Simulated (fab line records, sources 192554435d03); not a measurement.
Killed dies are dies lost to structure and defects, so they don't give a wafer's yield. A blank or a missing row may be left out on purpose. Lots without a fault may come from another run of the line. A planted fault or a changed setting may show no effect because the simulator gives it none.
fab line records | flow n5_finfet
record lots=15 wafers=45 last_day=18
route steps=1938 shown BEOL_M4@1022
lots that met no fault: from a run of the same line without faults
start_h: hours from the record's first day to the start of the lot's first wafer shown | wait_h: hours since the lot's step before | " the same as in the row above | L1.1+2: a row that stands for several wafers | - no value, or no start given | * or withheld: withheld | < > ~ a bound
route shown NAME@n: a module of which the file shows steps, and the number in the route of the first | usual: mean/standard deviation of fault-free wafers | same: alike in all rows | chamber/n: place in a boat | sites: the reading at each site | _std_site: their standard deviation | _edge_site: outer sites' mean less inner sites' | radius_mm: how far each site lies from the wafer's centre | mask NAME#n: copy n | behind: the tool/chamber that last shaped the wafer | hold: why the lot was held/for how many hours/how that ended | device: the transistor (n, p or np) that didn't switch | end of line: the same wafers' tests at the end of the route | a step without rows: its recipe alone | killed: dies lost to structure and defects at the first sort, not the wafer's yield | map: a wafer's dies, x killed, . not, _ none there
set.NAME: the setting as run; set.NAME@STEP: as run at that earlier step | model.NAME: the simulator's own value behind a step, which no gauge read
steps of the route over a sample of lots; a table a step, a row a wafer
services: from which hour (start_h, from the record's first day; less than 0 if before it) a tool's chamber was out of use, for how many hours, and why
## steps
# step N5_BEOL_M4_THK_MEAS_01
# recipe reads=SiOC_of_BEOL_M4_ILD_DEP_00
# usual M4_ILD_THK=78.8/0.99
# columns lot.wafer tool chamber start_h wait_h M4_ILD_THK[nm]
L209.2 film_metro-02 - 164.10 0.1 78.4
L209.4 " - " " 79.9
L209.5 " - " " 78.8
L210.1 film_metro-01 - 167.49 0.0 78.8
L210.4 " - " " 79.6
L210.6 " - " " 79.5
L211.1 film_metro-02 - 173.01 0.0 78.0
L211.3 " - " " 78.7
L211.4 " - " " 79.3
L221.3 film_metro-02 - 236.36 0.1 79.3
L221.4 " - " " 78.9
L221.6 " - " " 79.9
L216.4 film_metro-02 - 236.60 0.0 80.4
L216.5 " - " " 79.6
L216.6 " - " " 79.4
L220.4 film_metro-02 - 241.31 0.0 79.2
L220.5 " - " " 79.6
L220.6 " - " " 79.3
L219.2 film_metro-02 - 250.36 0.1 78.8
L219.3 " - " " 78.4
L219.6 " - " " 80.5
L222.1 film_metro-01 - 253.62 0.1 78.4
L222.2 " - " " 77.6
L222.4 " - " " 79.2
L223.1 film_metro-02 - 267.07 0.0 78.0
L223.4 " - " " 80.0
L223.6 " - " " 80.0
L225.1 film_metro-02 - 270.81 0.1 79.1
L225.2 " - " " 79.0
L225.3 " - " " 80.0
L226.4 film_metro-02 - 272.81 0.0 79.7
L226.5 " - " " 80.5
L226.6 " - " " 79.2
L227.1 film_metro-02 - 273.96 0.0 76.7
L227.2 " - " " 77.1
L227.4 " - " " 78.0
L228.2 film_metro-02 - 284.88 0.1 77.8
L228.5 " - " " 78.5
L228.6 " - " " 78.8
L230.1 film_metro-01 - 290.34 0.0 79.1
L230.2 " - " " 79.3
L230.3 " - " " 78.6
L231.1 film_metro-02 - 307.65 0.0 78.3
L231.2 " - " " 78.3
L231.5 " - " " 78.6
# step N5_BEOL_M4_INSPECT_13
# recipe mode=adi inspect_instrument=brightfield
# usual raw_defect_count=377/95
# columns lot.wafer tool chamber start_h wait_h raw_defect_count
L209.2 defect_inspect-01 - 164.98 0.0 354
L209.4 " - " " 360
L209.5 " - " " 499
L210.1 defect_inspect-01 - 170.67 0.1 577
L210.4 " - " " 377
L210.6 " - " " 816
L211.1 defect_inspect-01 - 173.81 0.1 281
L211.3 " - " " 266
L211.4 " - " " 338
L221.3 defect_inspect-01 - 237.78 0.0 393
L221.4 " - " " 268
L221.6 " - " " 256
L216.4 defect_inspect-02 - 238.00 0.0 554
L216.5 " - " " 561
L216.6 " - " " 404
L220.4 defect_inspect-01 - 243.82 0.0 323
L220.5 " - " " 286
L220.6 " - " " 278
L219.2 defect_inspect-01 - 251.37 0.0 446
L219.3 " - " " 392
L219.6 " - " " 484
L222.1 defect_inspect-02 - 256.39 0.1 379
L222.2 " - " " 427
L222.4 " - " " 228
L223.1 defect_inspect-01 - 267.73 0.1 414
L223.4 " - " " 460
L223.6 " - " " 423
L225.1 defect_inspect-01 - 273.19 0.1 323
L225.2 " - " " 283
L225.3 " - " " 335
L226.4 defect_inspect-01 - 274.18 0.0 434
L226.5 " - " " 336
L226.6 " - " " 383
L227.1 defect_inspect-02 - 275.20 0.1 348
L227.2 " - " " 371
L227.4 " - " " 358
L228.2 defect_inspect-01 - 286.45 0.0 403
L228.5 " - " " 451
L228.6 " - " " 393
L230.1 defect_inspect-02 - 294.10 0.1 400
L230.2 " - " " 391
L230.3 " - " " 515
L231.1 defect_inspect-02 - 309.66 0.1 400
L231.2 " - " " 233
L231.5 " - " " 279
# step N5_BEOL_M4_STRIP_19
# recipe chemistry=O2 power_w=400 temp_c=40 pressure_mtorr=30 rf_frequency_hz=6e+07 bias_power_w=0 overash_fraction=0.2 o2_flow_sccm=225
# usual drypump_motor_current_A=5.6/0.45 oes_product_au=0.80/0.086 rf_vpp_V=3.7/0.52 showerhead_plenum_p_Torr=2.10/0.1 throttle_valve_pct=16.74/0.19
# columns lot.wafer tool chamber start_h wait_h drypump_motor_current_A oes_product_au rf_hours_counter_h rf_vpp_V showerhead_plenum_p_Torr throttle_valve_pct
L209.2 rie_diel-02 0 165.38 0.1 5.9 0.79 121 3.8 2.20 16.91
L209.4 " 2 " " 5.4 0.69 234 4.7 2.07 16.90
L209.5 " 2 " " 5.4 0.68 - 3.7 2.07 16.92
L210.1 rie_diel-06 1 171.07 0.1 6.3 0.99 1 3.3 2.25 16.71
L210.4 " 0 " " 5.6 0.83 68 3.5 2.21 16.56
L210.6 " 3 " " 6.3 0.92 - 4.4 2.04 16.39
L211.1 rie_diel-01 1 174.21 0.1 5.3 0.79 127 3.7 2.03 16.88
L211.3 " 0 " " 5.0 0.68 226 4.7 1.98 16.74
L211.4 " 2 " " 4.9 0.73 178 3.6 1.92 16.89
L221.3 rie_diel-02 0 238.51 0.1 5.9 0.77 142 4.3 2.19 16.95
L221.4 " 3 " " 5.7 0.72 - 5.6 2.08 16.58
L221.6 " 0 " " 5.9 0.78 - 3.1 2.19 16.94
L216.4 rie_diel-01 2 238.71 0.1 4.9 0.71 - 4.6 1.92 16.91
L216.5 " 3 " " 5.6 0.88 - 2.8 2.14 16.58
L216.6 " 1 " " 5.3 0.77 - 3.9 2.02 16.93
L220.4 rie_diel-06 3 244.43 0.1 6.3 0.87 - 3.8 2.03 16.45
L220.5 " 2 " " 5.9 0.67 - 3.6 2.06 16.89
L220.6 " 1 " " 6.3 0.91 - 4.0 2.24 16.75
L219.2 rie_diel-06 3 251.77 0.1 6.3 0.86 60 3.4 2.03 16.45
L219.3 " 1 " " 6.3 0.90 28 4.5 2.24 16.78
L219.6 " 3 " " 6.3 0.86 - 2.4 2.03 16.47
L222.1 rie_diel-02 1 256.98 0.1 5.4 0.79 124 4.5 2.20 16.96
L222.2 " 0 " " 5.9 0.77 149 3.1 2.18 16.96
L222.4 " 3 " " 5.7 0.72 224 3.6 2.08 16.59
L223.1 rie_diel-01 2 268.13 0.1 4.9 0.70 212 3.2 1.91 16.93
L223.4 " 3 " " 5.6 0.86 40 3.9 2.14 16.62
L223.6 " 0 " " 5.0 0.99 - 3.3 2.23 16.33
L225.1 rie_diel-02 0 273.60 0.1 5.9 0.77 155 3.9 2.18 16.96
L225.2 " 2 " " 5.4 0.97 7 3.7 2.06 16.48
L225.3 " 3 " " 5.8 0.71 229 4.3 2.07 16.59
L226.4 rie_diel-01 2 274.57 0.1 4.9 0.70 215 2.7 1.91 16.94
L226.5 " 2 " " 4.9 0.70 - 3.4 1.91 16.94
L226.6 " 1 " " 5.3 0.75 - 3.6 2.01 16.95
L227.1 rie_diel-06 2 275.59 0.1 5.9 0.66 241 4.2 2.06 16.91
L227.2 " 0 " " 5.6 0.79 103 3.6 2.20 16.62
L227.4 " 3 " " 6.3 0.84 68 2.9 2.03 16.48
L228.2 rie_diel-02 2 287.31 0.3 5.4 0.97 12 3.0 2.06 16.46
L228.5 " 2 " " 5.4 0.96 - 4.4 2.06 16.48
L228.6 " 3 " " 5.8 0.72 - 3.9 2.07 16.60
L230.1 rie_diel-06 0 294.50 0.1 5.6 0.79 109 3.9 2.20 16.63
L230.2 " 3 " " 6.3 0.85 74 3.3 2.03 16.47
L230.3 " 2 " " 5.9 0.66 246 4.1 2.06 16.93
L231.1 rie_diel-06 0 310.06 0.1 5.6 0.79 116 3.7 2.19 16.65
L231.2 " 3 " " 6.3 0.84 81 4.3 2.03 16.49
L231.5 " 0 " " 5.6 0.78 - 3.3 2.19 16.65
# step N5_BEOL_M4_DEVELOP_27
# recipe develop_time_s=30 developer=TMAH resist=CAR-EUV rinse_liquid=surfactant_rinse dry=air_spin dev_temp_c=23
# usual chill_plate_temp_C=23.00/0.12 develop_time_s=30/0
# columns lot.wafer tool chamber start_h wait_h chill_plate_temp_C develop_time_s
L209.2 litho_track-05 0 165.71 - 23.06 30
L209.4 " 0 " " 23.00 30
L209.5 " 0 " " 23.18 30
L210.1 litho_track-01 0 171.40 - 23.08 30
L210.4 " 0 " " 23.02 30
L210.6 " 0 " " 22.95 30
L211.1 litho_track-05 0 174.54 - 22.87 30
L211.3 " 0 " " 22.92 30
L211.4 " 0 " " 22.87 30
L221.3 litho_track-03 0 238.84 - 23.07 30
L221.4 " 0 " " 23.08 30
L221.6 " 0 " " 23.15 30
L216.4 litho_track-03 - 239.15 - - -
L216.5 " - " " - -
L216.6 " - " " - -
L220.4 litho_track-05 - 244.74 - - -
L220.5 " - " " - -
L220.6 " - " " - -
L219.2 litho_track-01 - 252.10 - - -
L219.3 " - " " - -
L219.6 " - " " - -
L222.1 litho_track-01 0 257.31 - 22.82 30
L222.2 " 0 " " 22.79 30
L222.4 " 0 " " 22.83 30
L223.1 litho_track-03 0 268.58 - 23.02 30
L223.4 " 0 " " 23.12 30
L223.6 " 0 " " 23.19 30
L225.1 litho_track-03 0 274.08 - 23.09 30
L225.2 " 0 " " 23.14 30
L225.3 " 0 " " 23.10 30
L226.4 litho_track-03 0 274.91 - 22.83 30
L226.5 " 0 " " 22.92 30
L226.6 " 0 " " 23.04 30
L227.1 litho_track-05 0 275.92 - 23.15 30
L227.2 " 0 " " 23.01 30
L227.4 " 0 " " 22.89 30
L228.2 litho_track-05 0 287.64 - 22.91 30
L228.5 " 0 " " 22.98 30
L228.6 " 0 " " 23.06 30
L230.1 litho_track-01 0 294.83 - 23.04 30
L230.2 " 0 " " 23.11 30
L230.3 " 0 " " 23.00 30
L231.1 litho_track-01 0 310.51 - 22.88 30
L231.2 " 0 " " 22.83 30
L231.5 " 0 " " 22.90 30
## services
# columns tool chamber start_h hours kind
rie_diel-06 1 152.17 - clean
rie_diel-06 1 152.17 - consumable_replace:focus_ring
rie_diel-06 1 152.17 - consumable_replace:showerhead
rie_diel-06 1 152.17 15.1 scheduled_down
rie_diel-06 1 152.17 15.1 vent_cycle
litho_track-01 - 155.88 - consumable_replace:filter
rie_diel-02 2 170.33 32.7 repair
rie_diel-01 1 192.44 4.1 repair
rie_diel-01 0 237.25 - clean
rie_diel-01 0 237.25 - consumable_replace:focus_ring
rie_diel-01 0 237.25 - consumable_replace:showerhead
rie_diel-01 0 237.25 20.1 scheduled_down
rie_diel-01 0 237.25 20.1 vent_cycle
rie_diel-02 2 237.85 - clean
rie_diel-02 2 237.85 - consumable_replace:focus_ring
rie_diel-02 2 237.85 13.9 scheduled_down
rie_diel-02 2 237.85 13.9 vent_cycle
rie_diel-06 0 243.05 2.5 repair
rie_diel-02 0 263.26 1.9 repair
rie_diel-06 1 298.54 10.2 repair
rie_diel-06 2 308.72 - clean
rie_diel-06 2 308.72 - consumable_replace:focus_ring
rie_diel-06 2 308.72 27.9 scheduled_down
rie_diel-06 2 308.72 27.9 vent_cycle
## key
first_sign step=N5_BEOL_M4_DEVELOP_27 reading=tool_record direction=missing
effect none on later readings
met_at N5_BEOL_M4_DEVELOP_27
struck_lots L216,L219,L220
later_rows_left_out L216.4,L216.5,L216.6,L219.2,L219.3,L219.6,L220.4,L220.5,L220.6
sort_left_out L216.4,L216.5,L216.6,L219.2,L219.3,L219.6,L220.4,L220.5,L220.6
not_acting_at N5_BEOL_M4_THK_MEAS_01,N5_BEOL_M4_INSPECT_13,N5_BEOL_M4_STRIP_19
onset_between 174.54 239.15
fault kind=skipped_step_whole tool=litho_track-01,litho_track-03,litho_track-05 chamber=- onset_h=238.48 steps=N5_BEOL_M4_DEVELOP_27 scope=struck_lots_only
# sort_left_out: the simulated sort isn't trusted on such a fault, so these wafers' sort isn't shown, and their yield isn't known
# later_rows_left_out: the simulator's readings of these wafers behind a module that went badly wrong aren't trusted and aren't shown, but for the sort
